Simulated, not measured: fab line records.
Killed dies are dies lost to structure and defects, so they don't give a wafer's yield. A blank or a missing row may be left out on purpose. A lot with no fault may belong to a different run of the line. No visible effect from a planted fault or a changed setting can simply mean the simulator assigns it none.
fab line records -- flow n5Finfet
record lots=7, wafers=21
route steps=1938 shown HKMG_FIN@395 GATE_CUT@469 MOL_CONTACT_COAG@537
startH: the number of hours between the record's first day and the start of the first shown wafer of the lot -- waitH: how many hours have passed since the lot's step before this one -- " the same as in the row above -- L1.1+2: several wafers, shown together as one row -- - no value, or no start was given -- * or withheld: withheld -- < > ~ a bound
route shown NAME@n: a module of which the file shows steps, and the number in the route of the first -- usual: mean/standard deviation of fault-free wafers -- same: alike in all rows -- chamber/n: place in a boat -- sites: per-site readings -- _std_site: standard deviation across them -- _edge_site: outer sites' mean less inner sites' -- radiusMm: for every site, how far away it sits from the centre of the wafer -- mask NAME#n: copy n -- behind: the most recent tool/chamber to have shaped the wafer -- hold: what put the lot on hold/how long, in hours/how the hold closed -- device: names the non-switching transistor (n, p or np) -- end of line: the route-end tests of the same wafers -- for a step that has no rows: nothing shown but its recipe -- killed: at the first sort, the dies lost to defects and structure; wafer yield is something else -- map: shows each die of a wafer: x if killed, . if not, _ if none is there
set.NAME: the setting as run; set.NAME@STEP: as run at that earlier step -- model.NAME: the simulator's own value behind a step, which no gauge read
lots whose settings were changed on purpose; a table a step, a row a wafer
## steps
# step N5_HKMG_FIN_EXPOSE_46
# recipe maskId=NDIPOLE, na=1.35, sourceShape=conventional, sigmaOuter=0.8, polarization=unpolarized, doseMj=40
lot.wafer,tool,chamber,startH,waitH,mask,set.doseMj
L075.2,arfiScanner-03,0,77.97,-,NDIPOLE#0,40
L075.5+6,arfiScanner-03,0,77.97,-,NDIPOLE#0,37.47
L076.2+4+6,arfiScanner-01,0,87.97,-,NDIPOLE#0,40
L084.3+5,arfiScanner-01,0,135.46,-,NDIPOLE#0,41.8
L084.4,arfiScanner-01,0,135.46,-,NDIPOLE#0,40
L088.3,arfiScanner-03,0,158.52,-,NDIPOLE#0,42.34
L088.4+5,arfiScanner-03,0,158.52,-,NDIPOLE#0,40
L091.3+5+6,arfiScanner-03,0,173.42,-,NDIPOLE#0,40
L093.2+3+4,arfiScanner-02,0,186.42,-,NDIPOLE#0,40
L095.2+3+5,arfiScanner-01,0,197.18,-,NDIPOLE#0,40
# step N5_HKMG_FIN_PEB_47
# recipe pebTempC=withheld, pebTimeS=60, resist=CAR-ArF
# step N5_HKMG_FIN_DEVELOP_48
# recipe developTimeS=30, developer=TMAH, resist=CAR-ArF, rinseLiquid=diw, dry=airSpin, devTempC=23
# step N5_HKMG_FIN_CD_MEAS_49
# recipe targetCdNm=202, landingEnergyEv=500, detector=seInlens, polarity=opening
# usual cdNm=202.2/0.51
lot.wafer,tool,chamber,startH,waitH,set.doseMj@HKMG_FIN_EXPOSE_46,cdNm
L075.2,cdSem-03,0,78.09,-,40,202.6
L075.5,cdSem-03,0,78.09,-,37.47,198.2
L075.6,cdSem-03,0,78.09,-,37.47,198.7
L076.2,cdSem-03,0,88.09,-,40,201.8
L076.4,cdSem-03,0,88.09,-,40,201.5
L076.6,cdSem-03,0,88.09,-,40,201.2
L084.3,cdSem-03,0,135.57,-,41.8,204.0
L084.4,cdSem-03,0,135.57,-,40,201.6
L084.5,cdSem-03,0,135.57,-,41.8,204.6
L088.3,cdSem-02,0,158.63,-,42.34,205.1
L088.4,cdSem-02,0,158.63,-,40,201.6
L088.5,cdSem-02,0,158.63,-,40,202.1
L091.3,cdSem-02,0,173.54,-,40,202.2
L091.5,cdSem-02,0,173.54,-,40,201.8
L091.6,cdSem-02,0,173.54,-,40,201.9
L093.2,cdSem-01,0,186.54,-,40,202.0
L093.3,cdSem-01,0,186.54,-,40,202.7
L093.4,cdSem-01,0,186.54,-,40,202.6
L095.2,cdSem-01,0,197.30,-,40,202.0
L095.3,cdSem-01,0,197.30,-,40,202.0
L095.5,cdSem-01,0,197.30,-,40,202.2
# step N5_HKMG_FIN_DESCUM_53
# recipe chemistry=O2, timeS=7.9, sourcePowerW=50, biasPowerW=20, pressureMtorr=20, rfFrequencyHz=2.712e+07, tempC=40, resist=CAR-ArF, o2FlowSccm=225
# step N5_HKMG_FIN_ETCH_54
# recipe chemistry=CF4, target=SiARC, targetDepthA=455, maskMaterial=CAR-ArF, timeS=75.8, ionEnergyEv=80, pressureMtorr=40, sourceW=545, biasW=36, Ar_flow_sccm=100, cf4FlowSccm=100, ends=cleared
lot.wafer,tool,chamber,startH,waitH,set.doseMj@HKMG_FIN_EXPOSE_46,model.HKMG_FIN.cdOffsetNm
L075.2,rieDiel-04,2,78.34,0.0,40,0.6
L075.5,rieDiel-04,1,78.34,0.0,37.47,-3.8
L075.6,rieDiel-04,2,78.34,0.0,37.47,-3.4
L076.2+4,rieDiel-04,"2,1",88.55,0.0,40,-0.2
L076.6,rieDiel-04,2,88.55,0.0,40,-0.4
L084.3,rieDiel-01,3,135.69,0.0,41.8,2
L084.4,rieDiel-01,1,135.69,0.0,40,-0.4
L084.5,rieDiel-01,2,135.69,0.0,41.8,2.2
L088.3,rieDiel-04,0,158.75,0.0,42.34,3.2
L088.4,rieDiel-04,1,158.75,0.0,40,-0.6
L088.5,rieDiel-04,1,158.75,0.0,40,0
L091.3,rieDiel-01,2,173.66,0.0,40,0.4
L091.5+6,rieDiel-01,"2,1",173.66,0.0,40,0.2
L093.2,rieDiel-04,0,186.67,0.0,40,0.2
L093.3,rieDiel-04,3,186.67,0.0,40,0.6
L093.4,rieDiel-04,0,186.67,0.0,40,0.4
L095.2+3,rieDiel-06,"2,3",197.43,0.0,40,-0.4
L095.5,rieDiel-06,2,197.43,0.0,40,0.2
# step N5_HKMG_FIN_ETCH_55
# recipe chemistry=N2/H2, target=SOC, targetDepthA=2400, tempC=40, timeS=300, ionEnergyEv=200, maskMaterial=SiARC, pressureMtorr=30, sourceW=840, biasW=150, n2FlowSccm=200, h2FlowSccm=200
lot.wafer,tool,chamber,startH,waitH,set.timeS,model.etch.depthNm,model.HKMG_FIN.featureDepthNm,model.SiARC_of_HKMG_FIN_COAT_42.thkNm
L075.2,rieDiel-04,2,78.40,0.0,354.2,281,281,18.8
L075.5,rieDiel-04,1,78.40,0.0,354.2,280.9,280.8,18.8
L075.6,rieDiel-04,2,78.40,0.0,300,237.9,237.8,21.4
L076.2,rieDiel-04,2,88.60,0.0,300,233.5,233.6,21.8
L076.4,rieDiel-04,1,88.60,0.0,328.3,257.5,257.6,20.4
L076.6,rieDiel-04,2,88.60,0.0,300,234.8,234.8,21.6
L084.3,rieDiel-01,3,135.75,0.0,266.6,210.8,210.8,23.2
L084.4,rieDiel-01,1,135.75,0.0,266.6,216.7,216.6,22.8
L084.5,rieDiel-01,2,135.75,0.0,300,238.6,238.6,21.4
L088.3,rieDiel-04,0,158.81,0.0,300,238.3,238.4,21.4
L088.4,rieDiel-04,1,158.81,0.0,300,234.2,234.2,21.6
L088.5,rieDiel-04,1,158.81,0.0,300,234.5,234.6,21.6
L091.3,rieDiel-01,2,173.72,0.0,332,263.2,263.2,19.8
L091.5,rieDiel-01,2,173.72,0.0,332,262.7,262.6,19.8
L091.6,rieDiel-01,1,173.72,0.0,300,242.9,242.8,21.2
L093.2,rieDiel-04,0,186.72,0.0,300,239.5,239.6,21.4
L093.3,rieDiel-04,3,186.72,0.0,330.1,268.3,268.2,19.6
L093.4,rieDiel-04,0,186.72,0.0,300,239.7,239.6,21.4
L095.2,rieDiel-06,2,197.48,0.0,300,237.8,237.8,21.4
L095.3,rieDiel-06,3,197.48,0.0,300,236.2,236.2,21.6
L095.5,rieDiel-06,2,197.48,0.0,300,237.9,238,21.4
# step N5_HKMG_FIN_STRIP_56
# recipe chemistry=N2/H2, tempC=40, n2FlowSccm=200, h2FlowSccm=200, rfFrequencyHz=6e+07
# step N5_HKMG_FIN_STRIP_57
# recipe chemistry=CF4, resist=SiARC, powerW=300, biasPowerW=75, pressureMtorr=50, cf4FlowSccm=150, rfFrequencyHz=6e+07
# step N5_HKMG_FIN_ETCH_58
# recipe chemistry=N2/H2, target=SOC, targetDepthA=2158, ionEnergyEv=50, biasW=13, timeS=741, pressureMtorr=30, sourceW=875, n2FlowSccm=200, h2FlowSccm=200
lot.wafer,tool,chamber,startH,waitH,set.doseMj@HKMG_FIN_EXPOSE_46,model.HKMG_FIN.cdOffsetNm
L075.2,rieDiel-04,2,78.61,0.0,40,2.4
L075.5,rieDiel-04,1,78.61,0.0,37.47,-2.4
L075.6,rieDiel-04,2,78.61,0.0,37.47,-3.6
L076.2,rieDiel-04,2,88.81,0.0,40,-0.2
L076.4,rieDiel-04,1,88.81,0.0,40,0.4
L076.6,rieDiel-04,2,88.81,0.0,40,-0.4
L084.3,rieDiel-01,3,135.96,0.0,41.8,1.4
L084.4,rieDiel-01,1,135.96,0.0,40,-1.2
L084.5,rieDiel-01,2,135.96,0.0,41.8,2.6
L088.3,rieDiel-04,0,159.02,0.0,42.34,3.4
L088.4,rieDiel-04,1,159.02,0.0,40,-0.6
L088.5,rieDiel-04,1,159.02,0.0,40,0
L091.3,rieDiel-01,2,173.93,0.0,40,0.8
L091.5,rieDiel-01,2,173.93,0.0,40,1
L091.6,rieDiel-01,1,173.93,0.0,40,0
L093.2,rieDiel-04,0,186.93,0.0,40,0.4
L093.3,rieDiel-04,3,186.93,0.0,40,1.2
L093.4,rieDiel-04,0,186.93,0.0,40,0.8
L095.2,rieDiel-06,2,197.69,0.0,40,0
L095.3,rieDiel-06,3,197.69,0.0,40,0.2
L095.5,rieDiel-06,2,197.69,0.0,40,0.6
# step N5_GATE_CUT_ETCH_58
# recipe chemistry=CH3F/O2, target=SiNx, targetDepthA=170, timeS=128.6, ionEnergyEv=50, pressureMtorr=30, sourceW=415, biasW=21, Ar_flow_sccm=150, CH3F_flow_sccm=30, O2_flow_sccm=20
# usual rfVppV=99.2/0.91
lot.wafer,tool,chamber,startH,waitH,set.biasW,rfVppV,model.etch.depthNm
L075.2,rieDiel-05,1,86.26,0.0,19.64,93.3,16.05
L075.5,rieDiel-05,1,86.26,0.0,21,100.2,16.64
L075.6,rieDiel-05,0,86.26,0.0,21,98.3,17.02
L076.2,rieDiel-02,0,96.80,0.1,22.21,103.7,17.8
L076.4,rieDiel-02,1,96.80,0.1,21,98.3,17.47
L076.6,rieDiel-02,0,96.80,0.1,21,98.6,17.22
L084.3,rieDiel-02,0,144.47,0.0,21,100.7,17.17
L084.4,rieDiel-02,3,144.47,0.0,17.5,88.4,15.72
L084.5,rieDiel-02,1,144.47,0.0,21,99.1,17.25
L088.3,rieDiel-02,0,167.37,0.1,21,100.1,17.03
L088.4,rieDiel-02,2,167.37,0.1,21,99.8,16.97
L088.5,rieDiel-02,2,167.37,0.1,23.23,104.0,17.83
L091.3,rieDiel-02,2,182.11,0.1,21,99.8,16.94
L091.5,rieDiel-02,2,182.11,0.1,18.02,89.0,15.88
L091.6,rieDiel-02,3,182.11,0.1,21,99.5,16.72
L093.2,rieDiel-05,0,195.13,0.0,21,100.7,16.78
L093.3,rieDiel-05,1,195.13,0.0,21,98.2,16.54
L093.4,rieDiel-05,3,195.13,0.0,17.69,88.9,15.75
L095.2,rieDiel-03,0,205.63,0.1,21,97.0,17.04
L095.3,rieDiel-03,3,205.63,0.1,21,98.3,16.95
L095.5,rieDiel-03,0,205.63,0.1,21,97.3,17.06
# step N5_MOL_CONTACT_COAG_ETCH_15
# recipe chemistry=CH3F/O2, target=SiNx, targetDepthA=70, maskMaterial=SOC, stopOn=Si:P, overEtchFrac=0.75, ionEnergyEv=120, pressureMtorr=30, sourceW=395, biasW=73, Ar_flow_sccm=150, CH3F_flow_sccm=30, O2_flow_sccm=20
# usual rfVppV=295.2/2.2
lot.wafer,tool,chamber,startH,waitH,set.sourceW,rfVppV
L075.2,rieDiel-04,2,94.75,0.0,395,294.2
L075.5,rieDiel-04,0,94.75,0.0,395,294.5
L075.6,rieDiel-04,1,94.75,0.0,361.3,310.7
L076.2,rieDiel-01,2,106.45,0.0,326.6,323.7
L076.4,rieDiel-01,1,106.45,0.0,326.6,320.0
L076.6,rieDiel-01,2,106.45,0.0,395,298.6
L084.3,rieDiel-04,3,152.50,0.0,453,279.4
L084.4,rieDiel-04,0,152.50,0.0,395,295.8
L084.5,rieDiel-04,3,152.50,0.0,395,296.8
L088.3,rieDiel-01,1,174.75,0.0,395,292.4
L088.4,rieDiel-01,3,174.75,0.0,395,294.5
L088.5,rieDiel-01,3,174.75,0.0,341.8,314.6
L091.3,rieDiel-06,1,189.88,0.0,395,290.7
L091.5,rieDiel-06,1,189.88,0.0,376.8,298.1
L091.6,rieDiel-06,2,189.88,0.0,376.8,300.0
L093.2,rieDiel-06,0,202.64,0.0,395,299.5
L093.3,rieDiel-06,2,202.64,0.0,437.9,280.7
L093.4,rieDiel-06,3,202.64,0.0,437.9,281.6
L095.2,rieDiel-01,3,213.37,0.0,395,292.9
L095.3,rieDiel-01,2,213.37,0.0,395,297.5
L095.5,rieDiel-01,3,213.37,0.0,395,292.4
# step N5_MOL_CONTACT_COAG_VIA_ETCH_46
# recipe chemistry=C4F6/O2, targetDepthA=460, overetchA=92, maskMaterial=SOC, target=SiO2, biasW=455, pressureMtorr=10, timeS=40, sourceW=325, Ar_flow_sccm=300, C4F6_flow_sccm=10, O2_flow_sccm=10, ionEnergyEv=575.3, ends=endPoint
# usual rfVppV=1578/10
lot.wafer,tool,chamber,startH,waitH,set.biasW,rfVppV
L075.2,rieDiel-04,1,105.33,0.0,455,1581
L075.5,rieDiel-04,1,105.33,0.0,455,1582
L075.6,rieDiel-04,0,105.33,0.0,455,1575
L076.2,rieDiel-01,2,114.72,0.0,515.3,1741
L076.4,rieDiel-01,2,114.72,0.0,515.3,1741
L076.6,rieDiel-01,0,114.72,0.0,515.3,1733
L084.3,rieDiel-06,3,162.20,0.0,455,1578
L084.4,rieDiel-06,1,162.20,0.0,455,1559
L084.5,rieDiel-06,0,162.20,0.0,455,1592
L088.3,rieDiel-04,2,185.16,0.0,489.6,1680
L088.4,rieDiel-04,3,185.16,0.0,455,1584
L088.5,rieDiel-04,1,185.16,0.0,455,1581
L091.3,rieDiel-06,0,199.51,0.0,455,1590
L091.5,rieDiel-06,0,199.51,0.0,421.6,1502
L091.6,rieDiel-06,3,199.51,0.0,455,1579
L093.2,rieDiel-04,2,212.14,0.0,455,1589
L093.3,rieDiel-04,1,212.14,0.0,455,1581
L093.4,rieDiel-04,1,212.14,0.0,455,1579
L095.2,rieDiel-06,2,223.74,0.0,455,1568
L095.3,rieDiel-06,1,223.74,0.0,455,1557
L095.5,rieDiel-06,3,223.74,0.0,455,1577
# step N5_MOL_CONTACT_COAG_COAT_63
# recipe resist=SiARC, tempC=220, timeS=60, spinRpm=1500, resistThkNm=10
lot.wafer,tool,chamber,startH,waitH,set.spinRpm
L075.2+6,lithoTrack-03,0,-,-,1500
L075.5,lithoTrack-03,0,-,-,1333
L076.2+4+6,lithoTrack-03,0,-,-,1500
L084.3+4+5,lithoTrack-02,0,-,-,1500
L088.3+5,lithoTrack-04,0,-,-,1334
L088.4,lithoTrack-04,0,-,-,1500
L091.3+5+6,lithoTrack-04,0,-,-,1500
L093.2,lithoTrack-02,0,-,-,1500
L093.3+4,lithoTrack-02,0,-,-,1350
L095.2+3+5,lithoTrack-03,0,-,-,1500
# step N5_MOL_CONTACT_COAG_COAT_64
# recipe resist=underlayer, tempC=205, timeS=60, spinRpm=1500, resistThkNm=10
# step N5_MOL_CONTACT_COAG_COAT_34
# recipe resist=CAR-EUV, spinRpm=1500, resistThkNm=40
# step N5_MOL_CONTACT_COAG_DESCUM_45
# recipe chemistry=O2, timeS=7, sourcePowerW=50, biasPowerW=20, pressureMtorr=20, rfFrequencyHz=2.712e+07, tempC=40, resist=CAR-EUV, o2FlowSccm=225
# step N5_MOL_CONTACT_COAG_ETCH_65
# recipe chemistry=N2/H2, target=underlayer, targetDepthA=130, maskMaterial=CAR-EUV, timeS=10.4, ionEnergyEv=200, pressureMtorr=30, sourceW=840, biasW=150, n2FlowSccm=200, h2FlowSccm=200, ends=cleared
# step N5_MOL_CONTACT_COAG_ETCH_66
# recipe chemistry=CF4, target=SiARC, targetDepthA=130, maskMaterial=CAR-EUV, timeS=21.7, ionEnergyEv=80, pressureMtorr=40, sourceW=545, biasW=36, Ar_flow_sccm=100, cf4FlowSccm=100, ends=cleared
# usual etchRfOnTimeS=21.65/0.29
lot.wafer,tool,chamber,startH,waitH,set.spinRpm@MOL_CONTACT_COAG_COAT_63,etchRfOnTimeS,model.etch.depthNm
L075.2,rieDiel-06,1,106.16,0.0,1500,21.48,9.971
L075.5,rieDiel-06,0,106.16,0.0,1333,23.32,10.58
L075.6,rieDiel-06,1,106.16,0.0,1500,21.53,9.964
L076.2,rieDiel-01,3,115.72,0.0,1500,21.77,10.02
L076.4,rieDiel-01,0,115.72,0.0,1500,22.22,10.04
L076.6,rieDiel-01,3,115.72,0.0,1500,21.79,10.05
L084.3,rieDiel-01,2,163.16,0.0,1500,21.69,9.975
L084.4,rieDiel-01,1,163.16,0.0,1500,21.38,9.955
L084.5,rieDiel-01,0,163.16,0.0,1500,20.91,9.948
L088.3,rieDiel-01,2,185.99,0.0,1334,23.16,10.62
L088.4,rieDiel-01,1,185.99,0.0,1500,21.60,10.04
L088.5,rieDiel-01,0,185.99,0.0,1334,22.40,10.62
L091.3,rieDiel-01,1,200.40,0.0,1500,21.59,10.05
L091.5,rieDiel-01,1,200.40,0.0,1500,21.55,10.06
L091.6,rieDiel-01,2,200.40,0.0,1500,21.88,10.08
L093.2,rieDiel-06,2,213.09,0.0,1500,21.85,10.01
L093.3,rieDiel-06,1,213.09,0.0,1350,22.95,10.56
L093.4,rieDiel-06,3,213.09,0.0,1350,23.00,10.57
L095.2,rieDiel-01,2,224.57,0.0,1500,21.77,9.984
L095.3,rieDiel-01,3,224.57,0.0,1500,21.69,10.01
L095.5,rieDiel-01,0,224.57,0.0,1500,21.03,9.959
# step N5_MOL_CONTACT_COAG_ALD_133
# recipe material=SiO2, targetThkA=50, tempC=100, aldPrecursorFamily=BDEAS, aldCoReactant=O2-plasma, pulseTimeS=1, coReactantPulseTimeS=1, purgeTimeS=2, coReactantPurgeTimeS=2, aldCycles=35, pressureTorr=2
lot.wafer,tool,chamber,startH,waitH,set.aldCycles,model.SiO2_of_MOL_CONTACT_COAG_ALD_133.thkNm
L075.2+5+6,aldSin-01,"2,2,1",106.24,0.1,35,5
L076.2,aldSin-02,1,116.09,0.3,35,5
L076.4+6,aldSin-02,"3,1",116.09,0.3,30,4.2
L084.3+4,aldSin-02,"1,2",163.24,0.1,40,5.8
L084.5,aldSin-02,2,163.24,0.1,35,5
L088.3,aldSin-01,0,186.07,0.1,33,4.6
L088.4+5,aldSin-01,"3,2",186.07,0.1,35,5
L091.3,aldSin-02,2,200.48,0.1,31,4.4
L091.5+6,aldSin-02,"0,1",200.48,0.1,35,5
L093.2+3+4,aldSin-01,"2,1,0",213.17,0.1,35,5
L095.2+3+5,aldSin-01,"0,1,2",224.65,0.1,35,5
# step N5_MOL_CONTACT_COAG_ETCHBACK_134
# recipe chemistry=CHF3, target=SiO2, targetDepthA=100, timeS=6.7, ionEnergyEv=200, pressureMtorr=30, sourceW=610, biasW=170, Ar_flow_sccm=200, CHF3_flow_sccm=50
# step N5_MOL_CONTACT_COAG_ETCH_67
# recipe chemistry=N2/H2, target=SOC, targetDepthA=600, overetchA=210, maskMaterial=SiARC, tempC=40, timeS=101.2, ionEnergyEv=200, pressureMtorr=30, sourceW=840, biasW=150, n2FlowSccm=200, h2FlowSccm=200
lot.wafer,tool,chamber,startH,waitH,set.spinRpm@MOL_CONTACT_COAG_COAT_63,model.SiARC_of_MOL_CONTACT_COAG_COAT_63.thkNm
L075.2+6,rieDiel-06,"3,1",106.46,0.0,1500,5.8
L075.5,rieDiel-06,2,106.46,0.0,1333,6.4
L076.2+4,rieDiel-01,"3,2",116.31,0.0,1500,5.8
L076.6,rieDiel-01,0,116.31,0.0,1500,6
L084.3,rieDiel-06,1,163.66,0.0,1500,6
L084.4+5,rieDiel-06,"0,3",163.66,0.0,1500,5.8
L088.3+5,rieDiel-04,"3,1",186.29,0.0,1334,6.4
L088.4,rieDiel-04,0,186.29,0.0,1500,5.8
L091.3+5+6,rieDiel-04,"2,3,2",200.70,0.0,1500,5.8
L093.2,rieDiel-06,0,213.43,0.0,1500,5.8
L093.3+4,rieDiel-06,"3,2",213.43,0.0,1350,6.4
L095.2+3,rieDiel-01,"1,3",224.86,0.0,1500,6
L095.5,rieDiel-01,3,224.86,0.0,1500,5.8
# step N5_MOL_CONTACT_COAG_VIA_ETCH_117
# recipe chemistry=C4F6/O2, targetDepthA=400, overetchA=80, maskMaterial=SOC, target=SiO2, biasW=455, pressureMtorr=10, timeS=26, sourceW=325, Ar_flow_sccm=300, C4F6_flow_sccm=10, O2_flow_sccm=10, ionEnergyEv=575.3, ends=endPoint
# usual rfVppV=1576/10
lot.wafer,tool,chamber,startH,waitH,set.biasW,rfVppV
L075.2,rieDiel-06,3,106.58,0.0,455,1578
L075.5,rieDiel-06,2,106.58,0.0,455,1570
L075.6,rieDiel-06,1,106.58,0.0,455,1561
L076.2,rieDiel-01,3,116.43,0.0,455,1567
L076.4,rieDiel-01,2,116.43,0.0,495,1690
L076.6,rieDiel-01,0,116.43,0.0,495,1684
L084.3,rieDiel-06,1,163.79,0.0,455,1558
L084.4,rieDiel-06,0,163.79,0.0,455,1592
L084.5,rieDiel-06,3,163.79,0.0,478.1,1638
L088.3,rieDiel-04,3,186.41,0.0,455,1584
L088.4,rieDiel-04,0,186.41,0.0,455,1574
L088.5,rieDiel-04,3,186.41,0.0,455,1583
L091.3,rieDiel-04,2,200.82,0.0,455,1590
L091.5,rieDiel-04,3,200.82,0.0,455,1582
L091.6,rieDiel-04,2,200.82,0.0,455,1590
L093.2,rieDiel-06,0,213.56,0.0,416.7,1488
L093.3,rieDiel-06,3,213.56,0.0,455,1578
L093.4,rieDiel-06,2,213.56,0.0,416.7,1468
L095.2,rieDiel-01,1,224.99,0.0,455,1561
L095.3,rieDiel-01,3,224.99,0.0,455,1568
L095.5,rieDiel-01,3,224.99,0.0,455,1568
## key
split step=N5_HKMG_FIN_EXPOSE_46, setting=doseMj, stated=40, by=wafer
response step=N5_HKMG_FIN_CD_MEAS_49, reading=cdNm, change=+0.602, per=1%, r=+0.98
response step=N5_HKMG_FIN_ETCH_54, reading=model.HKMG_FIN.cdOffsetNm, change=+0.617, per=1%, r=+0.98
response step=N5_HKMG_FIN_ETCH_58, reading=model.HKMG_FIN.cdOffsetNm, change=+0.743, per=1%, r=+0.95
split step=N5_HKMG_FIN_ETCH_55, setting=timeS, stated=300, by=wafer
response step=N5_HKMG_FIN_ETCH_55, reading=model.etch.depthNm, change=+2.36, per=1%, r=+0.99
response step=N5_HKMG_FIN_ETCH_55, reading=model.HKMG_FIN.featureDepthNm, change=+2.36, per=1%, r=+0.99
response step=N5_HKMG_FIN_ETCH_55, reading=model.SiARC_of_HKMG_FIN_COAT_42.thkNm, change=-0.146, per=1%, r=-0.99
split step=N5_GATE_CUT_ETCH_58, setting=biasW, stated=21, by=wafer
response step=N5_GATE_CUT_ETCH_58, reading=rfVppV, change=+0.678, per=1%, r=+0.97
response step=N5_GATE_CUT_ETCH_58, reading=model.etch.depthNm, change=+0.0756, per=1%, r=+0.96
split step=N5_MOL_CONTACT_COAG_ETCH_15, setting=sourceW, stated=395, by=wafer
response step=N5_MOL_CONTACT_COAG_ETCH_15, reading=rfVppV, change=-1.45, per=1%, r=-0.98
split step=N5_MOL_CONTACT_COAG_VIA_ETCH_46, setting=biasW, stated=455, by=wafer
response step=N5_MOL_CONTACT_COAG_VIA_ETCH_46, reading=rfVppV, change=+12, per=1%, r=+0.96
split step=N5_MOL_CONTACT_COAG_COAT_63, setting=spinRpm, stated=1500, by=wafer
response step=N5_MOL_CONTACT_COAG_ETCH_66, reading=etchRfOnTimeS, change=*, per=1%, r=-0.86
response step=N5_MOL_CONTACT_COAG_ETCH_66, reading=model.etch.depthNm, change=-0.0542, per=1%, r=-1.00
response step=N5_MOL_CONTACT_COAG_ETCH_67, reading=model.SiARC_of_MOL_CONTACT_COAG_COAT_63.thkNm, change=-0.0558, per=1%, r=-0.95
split step=N5_MOL_CONTACT_COAG_ALD_133, setting=aldCycles, stated=35, by=wafer
response step=N5_MOL_CONTACT_COAG_ALD_133, reading=model.SiO2_of_MOL_CONTACT_COAG_ALD_133.thkNm, change=+0.056, per=1%, r=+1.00
split step=N5_MOL_CONTACT_COAG_VIA_ETCH_117, setting=biasW, stated=455, by=wafer
response step=N5_MOL_CONTACT_COAG_VIA_ETCH_117, reading=rfVppV, change=+12.7, per=1%, r=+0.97
